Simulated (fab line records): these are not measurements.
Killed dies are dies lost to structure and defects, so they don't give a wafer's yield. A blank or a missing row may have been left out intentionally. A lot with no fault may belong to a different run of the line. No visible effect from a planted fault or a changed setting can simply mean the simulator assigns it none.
One fault seen from 3 desks    flow nand-harc    what lay behind the numbers comes last; until then each desk has only its own

THE METROLOGY DESK
Lot by lot, what the gauges showed, no matter which tool ran the lot: averages of those sampled wafers that carry a number. The brackets show how far a lot's mean lies from the usual mean; more than 4 standard deviations puts the lot out of limits, marked OUT.
Columns: A = cd-nm at NHARC_P_M0_CD_MEAS_09, usual 90.1 nm; B = overlay-x-nm at NHARC_P_M0_OVL_MEAS_10, usual 0.2 nm; C = overlay-y-nm at NHARC_P_M0_OVL_MEAS_10, usual -0.1 nm; D = cd-nm at NHARC_P_M0_CD_MEAS_16, usual 90.1 nm
lot   first seen here  A               B     C     D
L904  day 6 13:45      90.4            1.5   -1.4  90.8
L906  day 7 06:38      83.0 (-13) OUT  0.7   -1.0  82.7 (-9.4) OUT
L909  day 8 00:25      84.1 (-11) OUT  -0.8  0.3   84.2 (-7.5) OUT
L913  day 9 02:47      90.8            0.8   0.9   90.7
L914  day 9 03:19      90.1            0.2   1.3   90.2
L923  day 11 04:11     90.3            0.5   1.7   90.8
This desk's verdict: out of limits on L906, L909, starting with L906 at day 7 06:38 (cd-nm at NHARC_P_M0_CD_MEAS_09). L904, L913, L914, L923: within limits.

FOR THE TOOL OWNER'S DESK: litho-track-01
The tool's own readings at NHARC_P_M0_PEB_07 (peb time 65 s): means of the sampled wafers that have a number, for each lot that ran on this tool. The brackets show how far a lot's mean lies from the usual mean; more than 4 standard deviations puts the lot out of limits, marked OUT.
Columns: A = heater-power-total-W at NHARC_P_M0_PEB_07, usual 156.7 W
lot   first seen here  A
L904  day 6 13:40      156.6
L906  day 7 06:34      174.3 (+39) OUT
L909  day 8 00:20      173.8 (+38) OUT
L923  day 11 04:06     156.2
This desk's verdict: out of limits on L906, L909, starting with L906 at day 7 06:34 (heater-power-total-W at NHARC_P_M0_PEB_07). L904, L923: within limits.

THE DEFECT DESK
Lot by lot, what the route's inspections counted, given as the mean of those sampled wafers with a number. The brackets show how far a lot's mean lies from the usual mean; more than 4 standard deviations puts the lot out of limits, marked OUT.
Columns: A = raw-defect-count at NHARC_P_CONTACT_INSPECT_27, usual 301; B = raw-defect-count at NHARC_P_M0_INSPECT_11, usual 3.8
lot   first seen here  A    B
L904  day 6 12:51      330  2.7
L906  day 7 05:44      319  3.0
L909  day 7 23:31      656  7.3
L913  day 9 01:53      514  2.0
L914  day 9 02:25      286  3.7
L923  day 11 03:19     374  3.3
This desk found nothing out of limits on any of the 6 lots.

TAKEN TOGETHER
On L906, L909, at day 7 06:34, an alarm was possible from the tool owner's desk.
The metrology desk could have raised an alarm at day 7 06:38, on L906, L909.
Nothing out of limits was seen by the defect desk.
The defect desk has L906, L909 on record, within its limits.
On litho-track-01, each named lot ran NHARC_P_M0_PEB_07.

WHAT THE SIMULATOR HAD INSERTED
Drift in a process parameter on litho-track-01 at NHARC_P_M0_PEB_07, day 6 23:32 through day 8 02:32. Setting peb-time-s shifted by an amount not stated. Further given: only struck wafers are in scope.
Shown lots that were struck: L906, L909.
Counting hours from when the fault started, the first reading out of limits came at 7 for the tool owner's desk and at 7 for the metrology desk.
